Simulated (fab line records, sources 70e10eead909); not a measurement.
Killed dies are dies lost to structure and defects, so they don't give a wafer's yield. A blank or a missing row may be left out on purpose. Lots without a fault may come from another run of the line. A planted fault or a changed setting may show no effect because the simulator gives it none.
Chamber matching | flow nand_harc | NHARC_A_CONTACT_DEP_29 on pecvd-01: 3 sister chambers
The step deposits SiON, target thk 70 nm. 14 wafers are shown with their chamber, then 7 later ones without.

WAFERS WITH THEIR CHAMBER
wafer  | chamber | heater_power_outer_w (W) | heater_power_w (W)
L077.1 | 2       | 522                      | 869
L077.5 | 2       | 517                      | 863
L077.6 | 0       | 479                      | 822
L078.1 | 1       | 296                      | 550
L078.4 | 1       | 298                      | 585
L078.6 | 2       | 517                      | 858
L089.1 | 1       | 307                      | 594
L089.2 | 0       | 496                      | 814
L089.5 | 2       | 460                      | 782
L088.1 | 1       | 333                      | 624
L088.3 | 2       | 499                      | 834
L088.5 | 2       | 512                      | 842
L091.1 | 2       | 494                      | 817
L091.3 | 1       | 315                      | 610

SIGNATURES (means of the wafers above)
reading              | chamber 0 | chamber 1 | chamber 2 | scatter within a chamber
heater_power_outer_w | 487.50    | 309.80    | 503.00    | 18.7
heater_power_w       | 818.00    | 592.60    | 837.86    | 28.3
Rule: a wafer's distance from a chamber is the root of the sum, over the readings, of the square of ((its reading less the chamber's mean) divided by the reading's scatter). The wafer belongs to the nearest chamber; if the next one is less than 2 further off, it can't be placed. The scatter: the root of (the sum of the squares of (reading less its chamber's mean) over the shown wafers, divided by (wafers less chambers)).

WAFERS WITHOUT THEIR CHAMBER
wafer  | heater_power_outer_w (W) | heater_power_w (W)
L091.4 | 483                      | 775
L094.3 | 527                      | 872
L094.4 | 408                      | 699
L094.6 | 372                      | 671
L093.1 | 426                      | 719
L093.2 | 504                      | 812
L093.3 | 300                      | 602

WHICH CHAMBER EACH WENT THROUGH
wafer  | from the rows above          | in truth
L091.4 | can't be placed: 0 or 2      | 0
L094.3 | can't be placed: 2 or 0      | 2
L094.4 | can't be placed: 0 or 1 or 2 | 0
L094.6 | 1                            | 1
L093.1 | can't be placed: 0 or 2      | 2
L093.2 | can't be placed: 0 or 2      | 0
L093.3 | 1                            | 1
Placed correctly: 2 of 7. Can't be placed from these rows: 5 (the true chamber is among the candidates in 5). Placed wrongly: 0.
